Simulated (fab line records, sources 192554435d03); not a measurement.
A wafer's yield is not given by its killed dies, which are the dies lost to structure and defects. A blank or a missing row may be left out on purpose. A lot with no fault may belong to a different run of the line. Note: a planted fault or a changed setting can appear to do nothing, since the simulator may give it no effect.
Lot-split experiment / flow n5-finfet / 21 wafers read across 7 lots, on a route 1938 steps long

ABOUT THE SPLIT
At N5_MIM_TOP_LITHO_EXPOSE_05 (exposes mask MIM TOP, target cd 2000 nm), the setting dose-mj was moved away from the recipe's 20.5 on 5 of the 21 wafers read, by -5.0% to +6.4%. The other wafers ran this setting at the recipe's value.

FROM THE SPLIT TO THE READING: what the file shows between them, 3 steps
- N5_MIM_TOP_LITHO_PEB_06
- N5_MIM_TOP_LITHO_DEVELOP_07: develop time 60 s
- N5_MIM_TOP_LITHO_HARDBAKE_09: time 120 s

THE READING
cd-nm at N5_MIM_TOP_LITHO_CD_MEAS_08, given in nm (cd target 2000 nm). On this fab line, fault-free wafers typically give 1999.4 nm with a standard deviation of 2.4 nm.

wafer=L076.1; tool, chamber at the split=krf-scanner-01, 0; dose-mj as run=20.5; against the recipe=recipe; cd-nm, nm=2001.5; against lot-mates on the recipe=-
wafer=L076.4; tool, chamber at the split=krf-scanner-01, 0; dose-mj as run=20.5; against the recipe=recipe; cd-nm, nm=2003.4; against lot-mates on the recipe=-
wafer=L076.6; tool, chamber at the split=krf-scanner-01, 0; dose-mj as run=20.5; against the recipe=recipe; cd-nm, nm=2001.9; against lot-mates on the recipe=-
wafer=L081.1; tool, chamber at the split=krf-scanner-02, 0; dose-mj as run=20.5; against the recipe=recipe; cd-nm, nm=2003.0; against lot-mates on the recipe=-
wafer=L081.2; tool, chamber at the split=krf-scanner-02, 0; dose-mj as run=20.5; against the recipe=recipe; cd-nm, nm=2000.4; against lot-mates on the recipe=-
wafer=L081.3; tool, chamber at the split=krf-scanner-02, 0; dose-mj as run=21.53; against the recipe=+5.0%; cd-nm, nm=1994.0; against lot-mates on the recipe=-7.7
wafer=L083.1; tool, chamber at the split=krf-scanner-02, 0; dose-mj as run=20.5; against the recipe=recipe; cd-nm, nm=1997.3; against lot-mates on the recipe=-
wafer=L083.4; tool, chamber at the split=krf-scanner-02, 0; dose-mj as run=20.5; against the recipe=recipe; cd-nm, nm=1999.7; against lot-mates on the recipe=-
wafer=L083.5; tool, chamber at the split=krf-scanner-02, 0; dose-mj as run=21.53; against the recipe=+5.0%; cd-nm, nm=1989.1; against lot-mates on the recipe=-9.4
wafer=L088.1; tool, chamber at the split=krf-scanner-02, 0; dose-mj as run=20.5; against the recipe=recipe; cd-nm, nm=1997.1; against lot-mates on the recipe=-
wafer=L088.2; tool, chamber at the split=krf-scanner-02, 0; dose-mj as run=20.5; against the recipe=recipe; cd-nm, nm=1996.1; against lot-mates on the recipe=-
wafer=L088.3; tool, chamber at the split=krf-scanner-02, 0; dose-mj as run=19.47; against the recipe=-5.0%; cd-nm, nm=2005.9; against lot-mates on the recipe=+9.3
wafer=L089.3; tool, chamber at the split=krf-scanner-02, 0; dose-mj as run=21.81; against the recipe=+6.4%; cd-nm, nm=1983.8; against lot-mates on the recipe=-14.0
wafer=L089.4; tool, chamber at the split=krf-scanner-02, 0; dose-mj as run=20.5; against the recipe=recipe; cd-nm, nm=1999.1; against lot-mates on the recipe=-
wafer=L089.6; tool, chamber at the split=krf-scanner-02, 0; dose-mj as run=20.5; against the recipe=recipe; cd-nm, nm=1996.6; against lot-mates on the recipe=-
wafer=L096.1; tool, chamber at the split=krf-scanner-01, 0; dose-mj as run=20.5; against the recipe=recipe; cd-nm, nm=1996.9; against lot-mates on the recipe=-
wafer=L096.4; tool, chamber at the split=krf-scanner-01, 0; dose-mj as run=20.5; against the recipe=recipe; cd-nm, nm=1999.4; against lot-mates on the recipe=-
wafer=L096.6; tool, chamber at the split=krf-scanner-01, 0; dose-mj as run=20.5; against the recipe=recipe; cd-nm, nm=1997.8; against lot-mates on the recipe=-
wafer=L097.3; tool, chamber at the split=krf-scanner-02, 0; dose-mj as run=20.5; against the recipe=recipe; cd-nm, nm=1995.1; against lot-mates on the recipe=-
wafer=L097.4; tool, chamber at the split=krf-scanner-02, 0; dose-mj as run=21.02; against the recipe=+2.5%; cd-nm, nm=1994.7; against lot-mates on the recipe=-0.8
wafer=L097.6; tool, chamber at the split=krf-scanner-02, 0; dose-mj as run=20.5; against the recipe=recipe; cd-nm, nm=1995.9; against lot-mates on the recipe=-

THE FIT
A straight line over all 21 wafers: cd-nm changes by -1.74 nm for each +1% of dose-mj; r = -0.84; the points scatter about the line by 2.7 nm.
The same after taking each lot's own level away (the mean of its wafers on the recipe; 21 wafers): -1.84 nm for each +1%; r = -0.95; scatter 1.4 nm.
Per that fit: largest dose-mj move, reading shift of 12 nm.
Measured against the standard deviation above, the lots' own levels, which go from 1995.50 to 2002.27 nm, span 2.8 times it.
The two slopes are in agreement: the lot-to-lot level therefore moves the slope only a little.
Check: with one of the wafers moved furthest among these (+6.4%) left out of the fit, the line predicts -10.4 nm for it against its lot-mates. Against them it came out at -14 nm.

OTHER SPLITS APPLIED TO THESE WAFERS
These wafers also went through other splits before the reading. Each is held against what the fit with the lots' levels taken away leaves over:
other split on the same wafers=N5_BEOL_M11_EXPOSE_25 dose-mj; wafers away from the commonest value=3; r with cd-nm (lot level and that fit taken away)=+0.04
other split on the same wafers=N5_BEOL_M11_DEP_56 time-s; wafers away from the commonest value=6; r with cd-nm (lot level and that fit taken away)=-0.31
other split on the same wafers=N5_BEOL_M13_COAT_65 spin-rpm; wafers away from the commonest value=6; r with cd-nm (lot level and that fit taken away)=+0.04
other split on the same wafers=N5_BEOL_M14_COAT_66 spin-rpm; wafers away from the commonest value=10; r with cd-nm (lot level and that fit taken away)=-0.06
other split on the same wafers=N5_BEOL_M14_DESCUM_33 time-s; wafers away from the commonest value=5; r with cd-nm (lot level and that fit taken away)=-0.16
other split on the same wafers=N5_BEOL_M15_COAT_56 spin-rpm; wafers away from the commonest value=4; r with cd-nm (lot level and that fit taken away)=+0.21
other split on the same wafers=N5_BEOL_M15_EXPOSE_25 dose-mj; wafers away from the commonest value=5; r with cd-nm (lot level and that fit taken away)=+0.28

FILE'S OWN FIT
cd-nm changes by -1.83 nm for each +1% of dose-mj, r = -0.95.
